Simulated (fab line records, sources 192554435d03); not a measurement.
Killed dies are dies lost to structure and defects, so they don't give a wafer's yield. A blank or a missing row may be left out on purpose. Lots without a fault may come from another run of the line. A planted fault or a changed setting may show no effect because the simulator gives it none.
Which tool did it? | flow n5_finfet | 24 lots, 72 wafers sampled, at 5 steps of a route of 1938

WHAT THE GAUGES READ, wafer by wafer
N5_BEOL_M4_OVL_MEAS_29.
lot  | measured     | on         | V3_OVL (nm)
L074 | day 7 14:56  | overlay-02 | -1.1 -0.1 -0.1
L075 | day 7 21:14  | overlay-01 | 0.0 0.0 -0.2
L076 | day 7 22:41  | overlay-01 | -1.3 0.7 -1.3
L077 | day 8 05:44  | overlay-02 | -0.1 0.5 0.4
L078 | day 8 08:32  | overlay-02 | 0.4 0.1 0.0
L079 | day 9 04:29  | overlay-01 | 0.6 -0.2 0.2
L080 | day 9 06:56  | overlay-01 | -1.1 -0.4 0.6
L081 | day 9 19:16  | overlay-01 | 0.4 0.5 0.3
L082 | day 9 23:49  | overlay-01 | -0.2 -0.4 -0.7
L083 | day 10 00:23 | overlay-02 | -0.5 0.2 -0.6
L084 | day 10 09:52 | overlay-02 | -0.4 -0.4 -0.1
L085 | day 10 10:11 | overlay-02 | 0.1 0.3 0.7
L087 | day 10 12:20 | overlay-02 | -0.3 -0.6 -0.7
L086 | day 10 16:02 | overlay-01 | -0.4 0.2 0.3
L088 | day 11 01:29 | overlay-02 | -0.3 -0.5 -0.4
L089 | day 11 21:24 | overlay-02 | -0.8 -1.0 -0.9
L090 | day 12 07:56 | overlay-01 | 0.0 -0.1 -0.2
L091 | day 12 08:52 | overlay-02 | -0.5 0.4 -1.1
L093 | day 12 11:47 | overlay-02 | -0.7 -0.2 -1.4
L092 | day 12 16:28 | overlay-01 | 0.6 0.6 -0.1
L095 | day 13 02:46 | overlay-01 | -0.3 -0.2 -1.4
L094 | day 13 05:23 | overlay-02 | -1.2 -0.3 -0.6
L097 | day 13 05:40 | overlay-01 | -0.7 -0.2 0.3
L096 | day 13 08:14 | overlay-01 | -0.5 -0.6 -0.5

N5_BEOL_M4_THK_MEAS_53: measures by xrf.
lot  | measured     | on            | M4_THK (nm)
L074 | day 8 00:30  | film_metro-01 | 38.3 38.1 41.1
L075 | day 8 03:13  | film_metro-02 | 40.6 41.2 39.9
L076 | day 8 04:58  | film_metro-02 | 41.7 41.4 39.9
L077 | day 8 22:25  | film_metro-02 | 40.2 41.5 41.9
L078 | day 9 04:55  | film_metro-01 | 39.7 40.9 40.5
L079 | day 9 09:38  | film_metro-02 | 41.8 43.1 42.6
L080 | day 9 13:02  | film_metro-02 | 37.9 39.5 41.1
L081 | day 10 08:04 | film_metro-02 | 40.2 39.1 40.4
L082 | day 10 08:16 | film_metro-01 | 37.9 42.7 40.5
L083 | day 10 11:24 | film_metro-01 | 42.3 41.8 41.5
L084 | day 10 15:35 | film_metro-02 | 41.3 42.2 41.4
L085 | day 10 23:46 | film_metro-02 | 37.5 39.1 38.8
L087 | day 11 01:13 | film_metro-01 | 40.0 42.7 40.4
L086 | day 11 09:25 | film_metro-02 | 39.8 40.1 38.0
L088 | day 11 20:30 | film_metro-02 | 37.7 41.7 41.1
L089 | day 12 03:34 | film_metro-01 | 39.9 39.1 40.6
L090 | day 12 19:02 | film_metro-01 | 40.6 39.7 39.2
L091 | day 12 18:54 | film_metro-02 | 38.9 39.4 41.0
L093 | day 12 20:45 | film_metro-02 | 38.2 37.9 39.6
L092 | day 12 22:05 | film_metro-01 | 40.4 40.1 37.8
L095 | day 13 16:33 | film_metro-01 | 40.5 39.8 39.0
L094 | day 13 17:44 | film_metro-01 | 40.2 40.3 40.2
L097 | day 13 18:23 | film_metro-01 | 40.2 38.0 39.8
L096 | day 13 22:54 | film_metro-02 | 43.5 40.4 40.9

WHICH TOOL RAN EACH LOT (tool, then ch and the chambers of the sampled wafers, then the start)
lot  | N5_BEOL_M4_ETCH_41                            | N5_BEOL_M4_DEGAS_44          | N5_BEOL_M4_ANNEAL_95
L074 | rie_diel-04 ch 0,1,3, day 7 21:03 or earlier  | pvd_sputter-02, day 7 21:03  | pvd_sputter-02, day 7 23:34
L075 | rie_diel-03 ch 0,1,2, day 8 00:01 or earlier  | pvd_sputter-01, day 8 00:01  | pvd_sputter-01, day 8 02:17
L076 | rie_diel-04 ch 0,1,2, day 8 00:10 or earlier  | pvd_sputter-01, day 8 00:10  | pvd_sputter-03, day 8 04:01
L077 | rie_diel-04 ch 0,1,2, day 8 18:56 or earlier  | pvd_sputter-03, day 8 18:56  | pvd_sputter-02, day 8 21:29
L078 | rie_diel-01 ch 0,1,3, day 9 00:02 or earlier  | pvd_sputter-01, day 9 00:02  | pvd_sputter-02, day 9 02:46
L079 | rie_diel-04 ch 0,2, day 9 06:20 or earlier    | pvd_sputter-01, day 9 06:20  | pvd_sputter-03, day 9 08:33
L080 | rie_diel-03 ch 0,1,3, day 9 09:50 or earlier  | pvd_sputter-02, day 9 09:50  | pvd_sputter-02, day 9 12:07
L081 | rie_diel-01 ch 0,2,3, day 10 04:43 or earlier | pvd_sputter-01, day 10 04:43 | pvd_sputter-01, day 10 07:03
L082 | rie_diel-04 ch 1,2,3, day 10 04:47 or earlier | pvd_sputter-01, day 10 04:47 | pvd_sputter-03, day 10 07:12
L083 | rie_diel-04 ch 2,3, day 10 08:16 or earlier   | pvd_sputter-01, day 10 08:16 | pvd_sputter-03, day 10 10:28
L084 | rie_diel-01 ch 1,3, day 10 11:40 or earlier   | pvd_sputter-03, day 10 11:40 | pvd_sputter-01, day 10 14:39
L085 | rie_diel-01 ch 0,3, day 10 20:12 or earlier   | pvd_sputter-01, day 10 20:12 | pvd_sputter-01, day 10 22:48
L087 | rie_diel-04 ch 1,3, day 10 20:17 or earlier   | pvd_sputter-01, day 10 20:17 | pvd_sputter-02, day 11 00:14
L086 | rie_diel-01 ch 1,3, day 11 06:08 or earlier   | pvd_sputter-03, day 11 06:08 | pvd_sputter-03, day 11 08:29
L088 | rie_diel-04 ch 1,2,3, day 11 15:38 or earlier | pvd_sputter-02, day 11 15:38 | pvd_sputter-01, day 11 19:35
L089 | rie_diel-01 ch 0,2, day 11 23:02 or earlier   | pvd_sputter-01, day 11 23:02 | pvd_sputter-01, day 12 02:35
L090 | rie_diel-01 ch 0,2,3, day 12 15:42 or earlier | pvd_sputter-01, day 12 15:42 | pvd_sputter-03, day 12 18:01
L091 | rie_diel-03 ch 0,1,3, day 12 15:47 or earlier | pvd_sputter-01, day 12 15:47 | pvd_sputter-01, day 12 17:59
L093 | rie_diel-03 ch 0,1,2, day 12 15:54 or earlier | pvd_sputter-02, day 12 15:54 | pvd_sputter-01, day 12 19:49
L092 | rie_diel-01 ch 0,1,3, day 12 18:54 or earlier | pvd_sputter-02, day 12 18:54 | pvd_sputter-02, day 12 21:09
L095 | rie_diel-04 ch 1,2, day 13 13:11 or earlier   | pvd_sputter-01, day 13 13:11 | pvd_sputter-01, day 13 15:37
L094 | rie_diel-03 ch 0,1, day 13 14:34 or earlier   | pvd_sputter-02, day 13 14:34 | pvd_sputter-02, day 13 16:49
L097 | rie_diel-01 ch 0,1,3, day 13 14:39 or earlier | pvd_sputter-02, day 13 14:39 | pvd_sputter-01, day 13 17:28
L096 | rie_diel-04 ch 1,3, day 13 19:43 or earlier   | pvd_sputter-03, day 13 19:43 | pvd_sputter-01, day 13 21:58
- N5_BEOL_M4_ETCH_41: etches SiCN in CH3F/O2, target depth 29.9 nm, time 52.5 s.
- N5_BEOL_M4_DEGAS_44: time 60 s.
- N5_BEOL_M4_ANNEAL_95: time 240 s.

WHAT THE TOOLS THEMSELVES READ (means of the sampled wafers that have a number; where no wafer has one, the mark that the record gives instead)
N5_BEOL_M4_ETCH_41.
lot  | tool        | CH3F_flow_sccm (sccm) | drypump_motor_current_A (A) | oes_product_au (a.u.) | rf_fwd_power_W (W) | rf_vpp_V (V) | showerhead_plenum_p_Torr (Torr) | throttle_valve_pct (%)
L074 | rie_diel-04 | 30.06                 | 5.7                         | 0.69                  | 391.9              | 298.1        | 2.04                            | 16.43
L075 | rie_diel-03 | 30.08                 | 5.9                         | 0.78                  | 390.7              | 297.0        | 2.01                            | 16.26
L076 | rie_diel-04 | 30.02                 | 5.8                         | 0.74                  | 391.8              | 297.3        | 1.99                            | 16.36
L077 | rie_diel-04 | 30.05                 | 5.8                         | 0.73                  | 391.0              | 297.5        | 1.99                            | 16.37
L078 | rie_diel-01 | 30.00                 | 5.6                         | 0.76                  | 390.4              | 295.7        | 1.95                            | 16.35
L079 | rie_diel-04 | 30.02                 | 5.6                         | 0.76                  | 389.9              | 297.2        | 1.97                            | 16.33
L080 | rie_diel-03 | 30.06                 | 5.4                         | 0.78                  | 389.9              | 297.6        | 2.01                            | 16.29
L081 | rie_diel-01 | 29.97                 | 5.5                         | 0.83                  | 392.1              | 298.3        | 2.01                            | 16.23
L082 | rie_diel-04 | 29.98                 | 5.8                         | 0.82                  | 390.6              | 297.4        | 1.99                            | 16.28
L083 | rie_diel-04 | 29.93                 | 5.5                         | 0.91                  | 390.5              | 297.3        | 2.01                            | 16.15
L084 | rie_diel-01 | 29.98                 | 5.4                         | 0.72                  | 390.6              | 294.6        | 1.93                            | 16.53
L085 | rie_diel-01 | 29.91                 | 5.8                         | 0.77                  | 393.4              | 295.8        | 1.97                            | 16.32
L087 | rie_diel-04 | 30.00                 | 5.9                         | 0.78                  | 392.9              | 297.1        | 2.00                            | 16.35
L086 | rie_diel-01 | 30.07                 | 5.6                         | 0.73                  | 391.2              | 296.2        | 1.96                            | 16.51
L088 | rie_diel-04 | 30.02                 | 5.8                         | 0.79                  | 390.2              | 296.8        | 1.99                            | 16.30
L089 | rie_diel-01 | 30.05                 | 5.5                         | 0.82                  | 389.9              | 296.6        | 1.99                            | 16.16
L090 | rie_diel-01 | 29.98                 | 5.5                         | 0.80                  | 390.4              | 298.4        | 2.01                            | 16.28
L091 | rie_diel-03 | 30.07                 | 5.4                         | 0.76                  | 390.1              | 296.3        | 2.00                            | 16.32
L093 | rie_diel-03 | 30.02                 | 5.9                         | 0.75                  | 389.5              | 297.4        | 2.00                            | 16.32
L092 | rie_diel-01 | 29.95                 | 5.6                         | 0.83                  | 391.5              | 297.4        | 2.02                            | 16.26
L095 | rie_diel-04 | 30.02                 | 6.0                         | 0.71                  | 392.2              | 297.4        | 1.96                            | 16.46
L094 | rie_diel-03 | 29.99                 | 5.9                         | 0.75                  | 389.6              | 296.6        | 1.97                            | 16.25
L097 | rie_diel-01 | 30.01                 | 5.6                         | 0.81                  | 390.2              | 297.3        | 2.01                            | 16.27
L096 | rie_diel-04 | 29.98                 | 5.9                         | 0.76                  | 392.4              | 298.1        | 2.00                            | 16.38

N5_BEOL_M4_DEGAS_44.
lot  | tool           | heater_power_w (W) | susceptor_temp_C (C)
L074 | pvd_sputter-02 | 345                | 249.90
L075 | pvd_sputter-01 | 336                | 249.91
L076 | pvd_sputter-01 | 326                | 250.02
L077 | pvd_sputter-03 | 329                | 250.02
L078 | pvd_sputter-01 | 316                | 250.01
L079 | pvd_sputter-01 | 308                | 249.92
L080 | pvd_sputter-02 | 347                | 250.06
L081 | pvd_sputter-01 | 331                | 250.19
L082 | pvd_sputter-01 | 329                | 249.89
L083 | pvd_sputter-01 | 331                | 250.02
L084 | pvd_sputter-03 | 337                | 250.13
L085 | pvd_sputter-01 | 338                | 250.01
L087 | pvd_sputter-01 | 333                | 250.08
L086 | pvd_sputter-03 | 342                | 249.77
L088 | pvd_sputter-02 | 350                | 249.84
L089 | pvd_sputter-01 | 340                | 249.87
L090 | pvd_sputter-01 | 333                | 250.02
L091 | pvd_sputter-01 | 335                | 250.21
L093 | pvd_sputter-02 | 344                | 249.98
L092 | pvd_sputter-02 | 339                | 250.12
L095 | pvd_sputter-01 | 334                | 250.02
L094 | pvd_sputter-02 | 342                | 250.01
L097 | pvd_sputter-02 | 355                | 250.00
L096 | pvd_sputter-03 | 342                | 249.96

N5_BEOL_M4_ANNEAL_95.
lot  | tool           | heater_power_w (W) | susceptor_temp_C (C)
L074 | pvd_sputter-02 | 897                | 400.03
L075 | pvd_sputter-01 | 830                | 399.84
L076 | pvd_sputter-03 | 861                | 400.03
L077 | pvd_sputter-02 | 884                | 400.16
L078 | pvd_sputter-02 | 833                | 399.93
L079 | pvd_sputter-03 | 857                | 400.33
L080 | pvd_sputter-02 | 867                | 400.27
L081 | pvd_sputter-01 | 778                | 399.77
L082 | pvd_sputter-03 | 871                | 399.91
L083 | pvd_sputter-03 | 864                | 400.08
L084 | pvd_sputter-01 | 747                | 399.99
L085 | pvd_sputter-01 | 829                | 399.89
L087 | pvd_sputter-02 | 865                | 400.00
L086 | pvd_sputter-03 | 915                | 399.99
L088 | pvd_sputter-01 | 844                | 399.94
L089 | pvd_sputter-01 | 819                | 400.31
L090 | pvd_sputter-03 | 820                | 399.85
L091 | pvd_sputter-01 | 836                | 400.14
L093 | pvd_sputter-01 | 897                | 400.11
L092 | pvd_sputter-02 | 836                | 400.06
L095 | pvd_sputter-01 | 771                | 399.82
L094 | pvd_sputter-02 | 870                | 400.13
L097 | pvd_sputter-01 | 764                | 399.98
L096 | pvd_sputter-01 | 767                | 400.01

THE ANSWER, worked out from the rows above alone
Rule: what is usual is taken from the lots themselves. Put in order of their means at a reading, lots are off if they are a third of the lots or fewer, leave a main group of 4 or more, and stand apart from it by a gap of 3 or more times the standard deviation of the main group's means; of several such gaps the widest counts. A main group whose means are all the same, to the digits that the tables above print for the reading, isn't used. A lot without any number at a reading at which 4 lots or more have one is off too. The other lots that the step has rows for count as sound. The gauges are gone through in route order, then the tools' own readings, and for those a lot's mean is taken as printed above. The first step at which some lot is off is used, and at that step the reading that is off furthest; a lot without a number counts as furthest.
No lot is off at any reading shown: from this, nothing can be told.

WHAT THE SIMULATOR HAD PUT IN
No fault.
